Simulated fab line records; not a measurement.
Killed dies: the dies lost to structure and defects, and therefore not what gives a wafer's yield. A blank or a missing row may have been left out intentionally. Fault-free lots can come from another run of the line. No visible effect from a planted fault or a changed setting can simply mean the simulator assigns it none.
fab line records -- flow nand_harc -- part 1 of 2: steps 1 to 31 of 42
record: lots: 5, wafers: 15, last_day: 31
route steps=1302 shown P_ZERO_WELL@57 P_STI@69
lots untouched by any fault: they come from a run of this same line in which no faults occurred
start_h: start of the lot's first displayed wafer, in hours after the record's first day -- wait_h: time in hours since the lot's previous step -- " same as the row above -- L1.1+2: a single row standing in for several wafers -- - value missing, or start not given -- * or withheld: withheld -- < > ~ a bound
route shown NAME@n: names a module that has steps shown in the file, with the first one's number in the route -- usual: mean and standard deviation over wafers with no fault -- same: alike in all rows -- chamber/n: place in a boat -- sites: per-site readings -- _std_site: their standard deviation -- _edge_site: mean of outer sites minus mean of inner sites -- radius_mm: how far each site lies from the wafer's centre -- mask NAME#n: copy n -- behind: tool/chamber where the wafer was last shaped -- hold: what put the lot on hold/how long, in hours/how the hold closed -- device: names the non-switching transistor (n, p or np) -- end of line: at the end of the route, the tests of the same wafers -- a step given without rows: its recipe and nothing more -- killed: at the first sort, the dies lost to defects and structure; wafer yield is something else -- map: a wafer's dies, marking killed ones x, the rest . and places with no die _
set.NAME: setting as actually run; set.NAME@STEP: the setting as run at that earlier step -- model.NAME: the simulator's own value behind a step, which no gauge read
lots at some steps of the route; a table a step, a row a wafer
services: the hour from which a tool's chamber was out of use, counted from the record's first day as start_h (under 0 if before that day), plus the number of hours and why
== steps ==
step: NHARC_P_ZERO_WELL_PEB_50
recipe: peb_temp_c: 118, peb_time_s: 85
lot.wafer,tool,chamber,start_h,wait_h
L075.2+5+6,litho_track-02,0,37.03,0.1
L078.2+3+6,litho_track-03,0,65.88,0.1
L083.1+2+5,litho_track-05,0,115.77,0.1
L088.1+4+6,litho_track-05,0,165.75,0.1
L092.1+3+6,litho_track-05,0,205.69,0.1
step: NHARC_P_ZERO_WELL_DEVELOP_51
recipe: time_s: 70
lot.wafer,tool,chamber,start_h,wait_h
L075.2+5+6,litho_track-02,0,-,-
L078.2+3+6,litho_track-03,0,-,-
L083.1+2+5,litho_track-05,0,-,-
L088.1+4+6,litho_track-05,0,-,-
L092.1+3+6,litho_track-05,0,-,-
step: NHARC_P_ZERO_WELL_CD_MEAS_52
recipe: target_cd_nm: 2000, landing_energy_ev: 500
usual: cd_nm: 2000.2/1.3
lot.wafer,tool,chamber,start_h,wait_h,cd_nm
L075.2,cd_sem-02,0,37.12,-,2000.2
L075.5,cd_sem-02,0,37.12,-,1999.1
L075.6,cd_sem-02,0,37.12,-,2000.3
L078.2,cd_sem-01,0,65.98,-,1999.4
L078.3,cd_sem-01,0,65.98,-,1997.7
L078.6,cd_sem-01,0,65.98,-,1999.0
L083.1,cd_sem-01,0,115.86,-,2000.7
L083.2,cd_sem-01,0,115.86,-,2000.9
L083.5,cd_sem-01,0,115.86,-,2000.9
L088.1,cd_sem-01,0,165.84,-,2001.2
L088.4,cd_sem-01,0,165.84,-,2000.7
L088.6,cd_sem-01,0,165.84,-,2002.3
L092.1,cd_sem-01,0,205.78,-,2001.4
L092.3,cd_sem-01,0,205.78,-,1999.3
L092.6,cd_sem-01,0,205.78,-,1999.8
step: NHARC_P_ZERO_WELL_HARDBAKE_53
recipe: temp_c: 125, time_s: 80
lot.wafer,tool,chamber,start_h,wait_h
L075.2+5+6,litho_track-03,0,37.20,-
L078.2+3+6,litho_track-05,0,66.06,-
L083.1+2+5,litho_track-02,0,115.94,-
L088.1+4+6,litho_track-02,0,165.92,-
L092.1+3+6,litho_track-03,0,205.86,-
step: NHARC_P_ZERO_WELL_DESCUM_54
recipe: time_s: 3, o2_flow_sccm: 200, ar_flow_sccm: 0, bias_power_w: 0, chemistry: O2
usual: drypump_motor_current_A: 5.8/0.37, oes_product_au: 1.001/0.0065, rf_vpp_V: 57.9/0.94, showerhead_plenum_p_Torr: 1.94/0.094, throttle_valve_pct: 11.312/0.0091
lot.wafer,tool,chamber,start_h,wait_h,drypump_motor_current_A,oes_product_au,rf_hours_counter_h,rf_vpp_V,showerhead_plenum_p_Torr,throttle_valve_pct
L075.2,rie_diel-13,0,37.29,-,6.5,1.002,11,57.5,1.86,11.320
L075.6,rie_diel-13,3,37.29,-,6.0,1.002,-,56.9,1.85,11.314
L075.5,rie_diel-13,0,37.29,-,6.5,1.001,-,56.6,1.85,11.313
L078.2,rie_diel-07,0,66.13,-,6.1,1.011,40,57.0,1.80,11.309
L078.3,rie_diel-07,3,66.13,-,6.1,1.003,40,59.6,2.06,11.299
L078.6,rie_diel-07,1,66.13,-,5.7,1.003,-,56.9,1.83,11.301
L083.2,rie_diel-05,2,116.02,-,5.3,0.999,18,55.5,2.01,11.309
L083.1,rie_diel-05,3,116.02,-,5.5,1.000,11,57.9,1.91,11.312
L083.5,rie_diel-05,3,116.02,-,5.5,1.001,-,57.7,1.91,11.314
L088.1,rie_diel-05,3,166.00,-,5.5,0.998,24,59.3,1.90,11.306
L088.4,rie_diel-05,0,166.00,-,6.2,0.988,24,58.2,2.01,11.312
L088.6,rie_diel-05,0,166.00,-,6.2,0.993,-,58.4,2.01,11.323
L092.1,rie_diel-13,0,205.94,-,6.5,1.001,12,57.4,1.84,11.301
L092.3,rie_diel-13,3,205.94,-,6.0,1.004,10,58.5,1.83,11.314
L092.6,rie_diel-13,1,205.94,-,6.4,1.004,-,59.1,2.01,11.305
step: NHARC_P_ZERO_WELL_IMPLANT_55
recipe: energy_kev: 180, dose_cm2: 8e+11, tilt_deg: 7
usual: beam_energy_keV: 180.00/0.051
lot.wafer,tool,chamber,start_h,wait_h,beam_energy_keV
L075.2,implanter-01,0,37.46,0.2,180.05
L075.5,implanter-01,0,37.46,0.2,180.01
L075.6,implanter-01,0,37.46,0.2,180.04
L078.2,implanter-01,0,66.31,0.2,179.97
L078.3,implanter-01,0,66.31,0.2,180.04
L078.6,implanter-01,0,66.31,0.2,179.91
L083.1,implanter-01,0,116.17,0.1,179.91
L083.2,implanter-01,0,116.17,0.1,180.03
L083.5,implanter-01,0,116.17,0.1,180.04
L088.1,implanter-01,0,166.15,0.1,180.05
L088.4,implanter-01,0,166.15,0.1,179.98
L088.6,implanter-01,0,166.15,0.1,180.16
L092.1,implanter-01,0,206.08,0.1,179.97
L092.3,implanter-01,0,206.08,0.1,180.06
L092.6,implanter-01,0,206.08,0.1,180.02
step: NHARC_P_ZERO_WELL_IMPLANT_61
recipe: energy_kev: 30, dose_cm2: 5e+11, tilt_deg: 7
usual: beam_energy_keV: 29.999/0.008
lot.wafer,tool,chamber,start_h,wait_h,beam_energy_keV
L075.2,implanter-01,0,37.64,0.2,30.010
L075.5,implanter-01,0,37.64,0.2,30.010
L075.6,implanter-01,0,37.64,0.2,30.010
L078.2,implanter-01,0,66.49,0.2,30.000
L078.3,implanter-01,0,66.49,0.2,29.996
L078.6,implanter-01,0,66.49,0.2,30.006
L083.1,implanter-01,0,116.35,0.1,29.986
L083.2,implanter-01,0,116.35,0.1,29.987
L083.5,implanter-01,0,116.35,0.1,29.990
L088.1,implanter-01,0,166.32,0.1,29.993
L088.4,implanter-01,0,166.32,0.1,29.991
L088.6,implanter-01,0,166.32,0.1,29.988
L092.1,implanter-01,0,206.27,0.2,29.995
L092.3,implanter-01,0,206.27,0.2,30.002
L092.6,implanter-01,0,206.27,0.2,30.004
step: NHARC_P_ZERO_WELL_STRIP_56
recipe: time_s: 840, temp_c: 130, chemistry: SPM
lot.wafer,tool,chamber,start_h,wait_h
L075.6+5+2,wet_bench-06,"4,6,1",37.82,0.0
L078.6+3+2,wet_bench-05,"5,6,7",66.68,0.0
L083.2+1+5,wet_bench-09,"6,1,2",116.57,0.2
L088.4+6+1,wet_bench-09,"5,0,1",166.55,0.1
L092.6+1+3,wet_bench-05,"2,5,6",206.47,0.0
step: NHARC_P_ZERO_WELL_PRECLEAN_68
recipe: time_s: 60, temp_c: 50, bath_age_min: 0, chemistry: SC1
lot.wafer,tool,chamber,start_h,wait_h
L075.6+5+2,wet_bench-06,"4,6,1",-,-
L078.6+3+2,wet_bench-05,"5,6,7",-,-
L083.2+1+5,wet_bench-09,"6,1,2",-,-
L088.4+6+1,wet_bench-09,"5,0,1",-,-
L092.6+1+3,wet_bench-05,"2,5,6",-,-
step: NHARC_P_ZERO_WELL_SRD_69
lot.wafer,tool,chamber,start_h,wait_h
L075.6+5+2,wet_bench-06,"4,6,1",-,-
L078.6+3+2,wet_bench-05,"5,6,7",-,-
L083.2+1+5,wet_bench-09,"6,1,2",-,-
L088.4+6+1,wet_bench-09,"5,0,1",-,-
L092.6+1+3,wet_bench-05,"2,5,6",-,-
step: NHARC_P_ZERO_WELL_RTA_42
recipe: temp_c: 1100, time_s: 300
usual: lamp_power_pct: 37.3/2, lamp_zone_7_pct: 37.6/2, wafer_temp_C_max: 1105.5/1.9
lot.wafer,tool,chamber,start_h,wait_h,lamp_power_pct,lamp_zone_7_pct,wafer_temp_C_max
L075.2,rtp_anneal-01,0,38.37,-,35.2,35.5,1103.7
L075.5,rtp_anneal-01,0,38.37,-,35.2,35.6,1103.6
L075.6,rtp_anneal-01,0,38.37,-,35.3,35.5,1103.6
L078.2,rtp_anneal-01,0,67.22,-,35.3,35.5,1105.5
L078.3,rtp_anneal-01,0,67.22,-,35.3,35.6,1104.9
L078.6,rtp_anneal-01,0,67.22,-,35.2,35.6,1103.9
L083.1,rtp_anneal-02,0,117.08,-,39.2,39.5,1108.6
L083.2,rtp_anneal-02,0,117.08,-,39.2,39.5,1107.1
L083.5,rtp_anneal-02,0,117.08,-,39.2,39.5,1107.2
L088.1,rtp_anneal-02,0,167.06,-,39.3,39.6,1106.5
L088.4,rtp_anneal-02,0,167.06,-,39.3,39.5,1108.1
L088.6,rtp_anneal-02,0,167.06,-,39.3,39.6,1106.4
L092.1,rtp_anneal-02,0,206.91,-,39.3,39.6,1105.7
L092.3,rtp_anneal-02,0,206.91,-,39.3,39.6,1104.2
L092.6,rtp_anneal-02,0,206.91,-,39.2,39.7,1105.6
step: NHARC_P_ZERO_WELL_INSPECT_43
usual: raw_defect_count: 12/6.2
lot.wafer,tool,chamber,start_h,wait_h,raw_defect_count
L075.2,defect_inspect-01,-,38.93,0.5,34
L075.5,defect_inspect-01,-,38.93,0.5,28
L075.6,defect_inspect-01,-,38.93,0.5,24
L078.2,defect_inspect-01,-,67.80,0.5,17
L078.3,defect_inspect-01,-,67.80,0.5,12
L078.6,defect_inspect-01,-,67.80,0.5,11
L083.1,defect_inspect-02,-,117.75,0.6,18
L083.2,defect_inspect-02,-,117.75,0.6,11
L083.5,defect_inspect-02,-,117.75,0.6,15
L088.1,defect_inspect-01,-,167.74,0.6,4
L088.4,defect_inspect-01,-,167.74,0.6,13
L088.6,defect_inspect-01,-,167.74,0.6,9
L092.1,defect_inspect-02,-,207.59,0.6,20
L092.3,defect_inspect-02,-,207.59,0.6,16
L092.6,defect_inspect-02,-,207.59,0.6,19
step: NHARC_P_STI_ETCH_26
recipe: target_depth_a: 110, chemistry: dHF, material: SiO2
lot.wafer,tool,chamber,start_h,wait_h
L075.6+2+5,wet_bench-01,"6,7,0",39.00,0.1
L078.6+3+2,wet_bench-01,"7,1,3",67.87,0.1
L083.5+1+2,wet_bench-02,"7,1,2",117.81,0.1
L088.4+1+6,wet_bench-02,"3,5,0",167.79,0.0
L092.6+1+3,wet_bench-02,"5,6,0",207.66,0.1
step: NHARC_P_STI_PRECLEAN_27
recipe: time_s: *, temp_c: 50, bath_age_min: 0, chemistry: SC1
lot.wafer,tool,chamber,start_h,wait_h
L075.6+2+5,wet_bench-01,"6,7,0",39.05,0.0
L078.6+3+2,wet_bench-01,"7,1,3",67.92,0.0
L083.5+1+2,wet_bench-02,"7,1,2",117.88,0.1
L088.4+1+6,wet_bench-02,"3,5,0",167.86,0.1
L092.6+1+3,wet_bench-02,"5,6,0",207.72,0.0
step: NHARC_P_STI_SRD_28
lot.wafer,tool,chamber,start_h,wait_h
L075.6+2+5,wet_bench-01,"6,7,0",-,-
L078.6+3+2,wet_bench-01,"7,1,3",-,-
L083.5+1+2,wet_bench-02,"7,1,2",-,-
L088.4+1+6,wet_bench-02,"3,5,0",-,-
L092.6+1+3,wet_bench-02,"5,6,0",-,-
step: NHARC_P_STI_OXIDE_29
recipe: target_thk_a: 100, temp_c: 900, ox_time_s: 1362, material: SiO2
usual: ox_temp_c: 900.1/0.38, zone_power_upper_pct: 20.1/1.7
lot.wafer,tool,chamber,start_h,wait_h,ox_temp_c,zone_power_upper_pct
L075.2,furnace-05,0,45.82,-,899.1,22.0
L075.5,furnace-05,0,45.82,-,899.9,21.5
L075.6,furnace-05,0,45.82,-,899.8,21.9
L078.2,furnace-05,0,72.86,-,900.6,21.6
L078.3,furnace-05,0,72.86,-,899.5,21.5
L078.6,furnace-05,0,72.86,-,900.2,22.1
L083.1,furnace-06,0,124.51,-,900.3,19.0
L083.2,furnace-06,0,124.51,-,900.2,19.0
L083.5,furnace-06,0,124.51,-,900.6,18.7
L088.1,furnace-05,0,174.08,-,900.2,21.8
L088.4,furnace-05,0,174.08,-,900.3,21.6
L088.6,furnace-05,0,174.08,-,900.1,21.8
L092.1,furnace-05,0,211.05,-,899.7,21.8
L092.3,furnace-05,0,211.05,-,899.7,21.8
L092.6,furnace-05,0,211.05,-,900.1,21.5
step: NHARC_P_STI_HM_DEP_30
recipe: target_thk_a: 800, temp_c: 790, pressure_mtorr: 300, time_s: 873, material: Si3N4
usual: zone_power_upper_pct: 14.0/1.2
lot.wafer,tool,chamber,start_h,wait_h,zone_power_upper_pct
L075.2,lpcvd-01,0,52.94,3.5,14.9
L075.5,lpcvd-01,0,52.94,3.5,14.9
L075.6,lpcvd-01,0,52.94,3.5,14.6
L078.2,lpcvd-02,0,80.05,3.5,12.6
L078.3,lpcvd-02,0,80.05,3.5,12.4
L078.6,lpcvd-02,0,80.05,3.5,12.6
L083.1,lpcvd-02,1,131.66,3.5,13.1
L083.2,lpcvd-02,1,131.66,3.5,13.0
L083.5,lpcvd-02,1,131.66,3.5,13.1
L088.1,lpcvd-02,1,181.27,3.5,13.0
L088.4,lpcvd-02,1,181.27,3.5,12.9
L088.6,lpcvd-02,1,181.27,3.5,12.9
L092.1,lpcvd-01,0,218.14,3.5,14.7
L092.3,lpcvd-01,0,218.14,3.5,14.7
L092.6,lpcvd-01,0,218.14,3.5,14.7
step: NHARC_P_STI_DEHYDRATE_01
recipe: temp_c: 150, time_s: 120
lot.wafer,tool,chamber,start_h,wait_h
L075.2+5+6,litho_track-07,0,56.59,0.4
L078.2+3+6,litho_track-05,0,83.67,0.4
L083.1+2+5,litho_track-07,0,135.30,0.4
L088.1+4+6,litho_track-02,0,184.91,0.4
L092.1+3+6,litho_track-05,0,225.93,0.4
step: NHARC_P_STI_HMDS_02
recipe: time_s: 30
lot.wafer,tool,chamber,start_h,wait_h
L075.2+5+6,litho_track-07,0,-,-
L078.2+3+6,litho_track-05,0,-,-
L083.1+2+5,litho_track-07,0,-,-
L088.1+4+6,litho_track-02,0,-,-
L092.1+3+6,litho_track-05,0,-,-
step: NHARC_P_STI_COAT_41
recipe: temp_c: 200, time_s: 65
lot.wafer,tool,chamber,start_h,wait_h
L075.2+5+6,litho_track-07,0,-,-
L078.2+3+6,litho_track-05,0,-,-
L083.1+2+5,litho_track-07,0,-,-
L088.1+4+6,litho_track-02,0,-,-
L092.1+3+6,litho_track-05,0,-,-
step: NHARC_P_STI_COAT_03
recipe: spin_rpm: 2000, resist_thk_nm: 600
usual: dispense_pressure_kPa: 52.4/1.9
lot.wafer,tool,chamber,start_h,wait_h,dispense_pressure_kPa
L075.2,litho_track-07,0,-,-,54.8
L075.5,litho_track-07,0,-,-,54.8
L075.6,litho_track-07,0,-,-,54.8
L078.2,litho_track-05,0,-,-,51.3
L078.3,litho_track-05,0,-,-,51.2
L078.6,litho_track-05,0,-,-,51.3
L083.1,litho_track-07,0,-,-,54.8
L083.2,litho_track-07,0,-,-,54.8
L083.5,litho_track-07,0,-,-,54.8
L088.1,litho_track-02,0,-,-,50.5
L088.4,litho_track-02,0,-,-,50.5
L088.6,litho_track-02,0,-,-,50.5
L092.1,litho_track-05,0,-,-,51.3
L092.3,litho_track-05,0,-,-,51.3
L092.6,litho_track-05,0,-,-,51.3
step: NHARC_P_STI_SOFTBAKE_04
recipe: temp_c: 125, time_s: 70
lot.wafer,tool,chamber,start_h,wait_h
L075.2+5+6,litho_track-07,0,-,-
L078.2+3+6,litho_track-05,0,-,-
L083.1+2+5,litho_track-07,0,-,-
L088.1+4+6,litho_track-02,0,-,-
L092.1+3+6,litho_track-05,0,-,-
step: NHARC_P_STI_EBR_05
lot.wafer,tool,chamber,start_h,wait_h
L075.2+5+6,litho_track-07,0,-,-
L078.2+3+6,litho_track-05,0,-,-
L083.1+2+5,litho_track-07,0,-,-
L088.1+4+6,litho_track-02,0,-,-
L092.1+3+6,litho_track-05,0,-,-
step: NHARC_P_STI_EXPOSE_06
recipe: na: 0.55, target_cd_nm: 200, dose_mj: 37.69, mask_id: P_STI
usual: reticle_temp_C: 23.02/0.11
lot.wafer,tool,chamber,start_h,wait_h,mask,reticle_temp_C
L075.2,krf_scanner-03,0,56.89,-,P_STI#0,23.00
L075.5,krf_scanner-03,0,56.89,-,P_STI#0,22.84
L075.6,krf_scanner-03,0,56.89,-,P_STI#0,22.95
L078.2,krf_scanner-02,0,83.84,-,P_STI#0,23.05
L078.3,krf_scanner-02,0,83.84,-,P_STI#0,23.00
L078.6,krf_scanner-02,0,83.84,-,P_STI#0,23.03
L083.1,krf_scanner-03,0,135.59,-,P_STI#0,22.90
L083.2,krf_scanner-03,0,135.59,-,P_STI#0,22.96
L083.5,krf_scanner-03,0,135.59,-,P_STI#0,23.06
L088.1,krf_scanner-02,0,185.07,-,P_STI#0,23.04
L088.4,krf_scanner-02,0,185.07,-,P_STI#0,23.19
L088.6,krf_scanner-02,0,185.07,-,P_STI#0,23.22
L092.1,krf_scanner-04,0,226.22,-,P_STI#0,22.95
L092.3,krf_scanner-04,0,226.22,-,P_STI#0,23.01
L092.6,krf_scanner-04,0,226.22,-,P_STI#0,23.00
step: NHARC_P_STI_PEB_07
recipe: peb_temp_c: 128, peb_time_s: 80
lot.wafer,tool,chamber,start_h,wait_h
L075.2+5+6,litho_track-05,0,56.95,0.1
L078.2+3+6,litho_track-05,0,83.91,0.1
L083.1+2+5,litho_track-07,0,135.65,0.1
L088.1+4+6,litho_track-02,0,185.13,0.1
L092.1+3+6,litho_track-05,0,226.28,0.1
step: NHARC_P_STI_DEVELOP_08
recipe: time_s: 50, dev_temp_c: 22
lot.wafer,tool,chamber,start_h,wait_h
L075.2+5+6,litho_track-05,0,-,-
L078.2+3+6,litho_track-05,0,-,-
L083.1+2+5,litho_track-07,0,-,-
L088.1+4+6,litho_track-02,0,-,-
L092.1+3+6,litho_track-05,0,-,-
step: NHARC_P_STI_CD_MEAS_09
recipe: target_cd_nm: 200, landing_energy_ev: 500
usual: cd_nm: 200.1/1.9
lot.wafer,tool,chamber,start_h,wait_h,cd_nm
L075.2,cd_sem-02,0,57.04,-,199.1
L075.5,cd_sem-02,0,57.04,-,200.1
L075.6,cd_sem-02,0,57.04,-,198.4
L078.2,cd_sem-03,0,83.99,-,198.6
L078.3,cd_sem-03,0,83.99,-,200.4
L078.6,cd_sem-03,0,83.99,-,199.4
L083.1,cd_sem-01,0,135.74,-,200.4
L083.2,cd_sem-01,0,135.74,-,202.2
L083.5,cd_sem-01,0,135.74,-,201.5
L088.1,cd_sem-02,0,185.22,-,196.4
L088.4,cd_sem-02,0,185.22,-,199.1
L088.6,cd_sem-02,0,185.22,-,197.7
L092.1,cd_sem-02,0,226.37,-,200.2
L092.3,cd_sem-02,0,226.37,-,201.3
L092.6,cd_sem-02,0,226.37,-,202.4
step: NHARC_P_STI_OVL_MEAS_10
usual: overlay_x_nm: 0/6.7, overlay_y_nm: -1/4.9
lot.wafer,tool,chamber,start_h,wait_h,overlay_x_nm,overlay_y_nm
L075.2,overlay-02,-,57.12,-,-8,-3
L075.5,overlay-02,-,57.12,-,-8,-4
L075.6,overlay-02,-,57.12,-,-8,-4
L078.2,overlay-02,-,84.08,-,0,-6
L078.3,overlay-02,-,84.08,-,0,-6
L078.6,overlay-02,-,84.08,-,0,-6
L083.1,overlay-02,-,135.83,-,5,4
L083.2,overlay-02,-,135.83,-,6,4
L083.5,overlay-02,-,135.83,-,6,3
L088.1,overlay-01,-,185.31,-,2,-2
L088.4,overlay-01,-,185.31,-,2,-2
L088.6,overlay-01,-,185.31,-,2,-2
L092.1,overlay-01,-,226.45,-,10,4
L092.3,overlay-01,-,226.45,-,10,4
L092.6,overlay-01,-,226.45,-,10,3
step: NHARC_P_STI_INSPECT_11
usual: raw_defect_count: 5.3/2.5
lot.wafer,tool,chamber,start_h,wait_h,raw_defect_count
L075.2,defect_inspect-01,-,57.16,0.0,11
L075.5,defect_inspect-01,-,57.16,0.0,9
L075.6,defect_inspect-01,-,57.16,0.0,7
L078.2,defect_inspect-02,-,84.12,0.0,8
L078.3,defect_inspect-02,-,84.12,0.0,3
L078.6,defect_inspect-02,-,84.12,0.0,5
L083.1,defect_inspect-02,-,135.86,0.0,6
L083.2,defect_inspect-02,-,135.86,0.0,5
L083.5,defect_inspect-02,-,135.86,0.0,3
L088.1,defect_inspect-02,-,185.34,0.0,4
L088.4,defect_inspect-02,-,185.34,0.0,7
L088.6,defect_inspect-02,-,185.34,0.0,4
L092.1,defect_inspect-02,-,226.49,0.0,7
L092.3,defect_inspect-02,-,226.49,0.0,7
L092.6,defect_inspect-02,-,226.49,0.0,9
step: NHARC_P_STI_HARDBAKE_13
recipe: temp_c: 118, time_s: 65
lot.wafer,tool,chamber,start_h,wait_h
L075.2+5+6,litho_track-05,0,57.22,0.1
L078.2+3+6,litho_track-07,0,84.18,0.1
L083.1+2+5,litho_track-02,0,135.92,0.1
L088.1+4+6,litho_track-05,0,185.40,0.1
L092.1+3+6,litho_track-02,0,226.55,0.1
step: NHARC_P_STI_DESCUM_14
recipe: time_s: 3, o2_flow_sccm: 200, ar_flow_sccm: 0, bias_power_w: 0, chemistry: O2
usual: drypump_motor_current_A: 5.5/0.32, oes_product_au: 1.002/0.0079, rf_vpp_V: 57.7/0.89, showerhead_plenum_p_Torr: 1.91/0.098, throttle_valve_pct: 11.311/0.0086
lot.wafer,tool,chamber,start_h,wait_h,drypump_motor_current_A,oes_product_au,rf_hours_counter_h,rf_vpp_V,showerhead_plenum_p_Torr,throttle_valve_pct
L075.2,rie_diel-03,2,57.31,-,6.0,1.003,9,58.0,1.82,11.313
L075.5,rie_diel-03,0,57.31,-,5.0,1.007,-,58.7,1.84,11.313
L075.6,rie_diel-03,1,57.31,-,6.2,1.002,-,57.4,1.78,11.313
L078.3,rie_diel-01,3,84.25,-,5.3,1.001,4,56.4,1.79,11.315
L078.2,rie_diel-01,2,84.25,-,5.7,0.998,4,59.4,1.99,11.314
L078.6,rie_diel-01,0,84.25,-,5.6,1.004,-,58.5,2.06,11.306
L083.2,rie_diel-03,1,136.01,-,6.1,0.991,1,57.3,1.78,11.321
L083.1,rie_diel-03,2,136.01,-,6.0,0.999,1,56.5,1.82,11.298
L083.5,rie_diel-03,0,136.01,-,4.9,0.996,-,56.6,1.84,11.313
L088.4,rie_diel-01,0,185.48,-,5.6,0.995,14,58.5,2.06,11.312
L088.1,rie_diel-01,2,185.48,-,5.7,1.000,13,58.8,1.99,11.323
L088.6,rie_diel-01,0,185.48,-,5.6,0.996,-,57.3,2.06,11.301
L092.1,rie_diel-11,0,226.64,-,5.3,1.000,7,55.6,1.86,11.329
L092.3,rie_diel-11,1,226.64,-,5.9,1.008,7,58.3,2.06,11.310
L092.6,rie_diel-11,3,226.64,-,5.1,1.002,-,57.4,1.87,11.315
